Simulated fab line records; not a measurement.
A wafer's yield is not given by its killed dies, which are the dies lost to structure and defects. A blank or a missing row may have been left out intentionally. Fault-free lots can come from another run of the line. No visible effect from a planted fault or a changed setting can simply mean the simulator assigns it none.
Which tool is to blame? + flow n5 finfet + Sampling: 8 lots, 23 wafers, 3 of 1938 route steps

## WHAT THE GAUGES READ, wafer by wafer
N5_BEOL_M4_OCD_MEAS_38.
| lot  | measured     | on     | trench depth nm (nm) |
|------|--------------|--------|----------------------|
| L256 | day 8 12:31  | ocd-01 | 53.5 55.5 55.6       |
| L257 | day 8 19:35  | ocd-02 | 55.4 55.9 55.2       |
| L258 | day 9 00:52  | ocd-02 | 54.3 55.2 53.5       |
| L261 | day 10 00:32 | ocd-02 | 54.7 55.2 55.9       |
| L265 | day 11 00:40 | ocd-02 | 73.5 55.9            |
| L271 | day 12 14:10 | ocd-02 | 52.9 56.2 55.8       |
| L273 | day 13 14:52 | ocd-02 | 57.7 56.3 54.7       |
| L275 | day 14 12:58 | ocd-01 | 55.0 55.9 55.7       |

## WHICH TOOL RAN EACH LOT (tool, then ch and the chambers of the sampled wafers, then the start)
| lot  | N5_BEOL_M4_ETCHBACK_99             | N5_BEOL_M4_TRENCH_ETCH_37          |
|------|------------------------------------|------------------------------------|
| L256 | rie diel-01 ch 0,1,3, day 8 12:08  | rie diel-01 ch 0,1,3, day 8 12:22  |
| L257 | rie diel-06 ch 1,2,3, day 8 19:11  | rie diel-06 ch 1,2,3, day 8 19:25  |
| L258 | rie diel-01 ch 1,2,3, day 9 00:28  | rie diel-01 ch 1,2,3, day 9 00:43  |
| L261 | rie diel-06 ch 0,3, day 10 00:08   | rie diel-06 ch 0,3, day 10 00:23   |
| L265 | rie diel-01 ch 0,3, day 11 00:16   | rie diel-01 ch 0,3, day 11 00:31   |
| L271 | rie diel-03 ch 0,2, day 12 13:46   | rie diel-03 ch 0,2, day 12 14:00   |
| L273 | rie diel-06 ch 0,1,3, day 13 14:28 | rie diel-06 ch 0,1,3, day 13 14:42 |
| L275 | rie diel-01 ch 0,1,3, day 14 12:34 | rie diel-01 ch 0,1,3, day 14 12:49 |
- N5_BEOL_M4_ETCHBACK_99: etches SiO2 in CHF3, target depth 5 nm, time 10.4 s.
- N5_BEOL_M4_TRENCH_ETCH_37: etches SiOC in C4F6/O2, target depth 55.555 nm, time 29.2 s.

## THE ANSWER, worked out from the rows above alone
Rule: usual is defined by the lots themselves. Put in order of their means at a reading, lots are off if they are a third of the lots or fewer, leave a main group of 4 or more, and stand apart from it by a gap of 3 or more times the standard deviation of the main group's means; of several such gaps the widest counts. A main group is skipped when, at the precision printed for the reading in the tables above, its means are all equal. A lot without any number at a reading at which 4 lots or more have one is off too. Where the step has rows for the other lots, those lots are counted as sound.
Off: L265, at N5_BEOL_M4_OCD_MEAS_38 (trench depth nm). For the main group the mean is 55.2 nm and the standard deviation 0.56.
A tool fits if, at a process step before that reading, it ran every lot that is off, and no sound lot after the first of them. Those tools and the gauges at N5_BEOL_M4_OCD_MEAS_38 are tried in the same way. None of those tried fits.

## WHAT WAS PUT IN BY THE SIMULATOR
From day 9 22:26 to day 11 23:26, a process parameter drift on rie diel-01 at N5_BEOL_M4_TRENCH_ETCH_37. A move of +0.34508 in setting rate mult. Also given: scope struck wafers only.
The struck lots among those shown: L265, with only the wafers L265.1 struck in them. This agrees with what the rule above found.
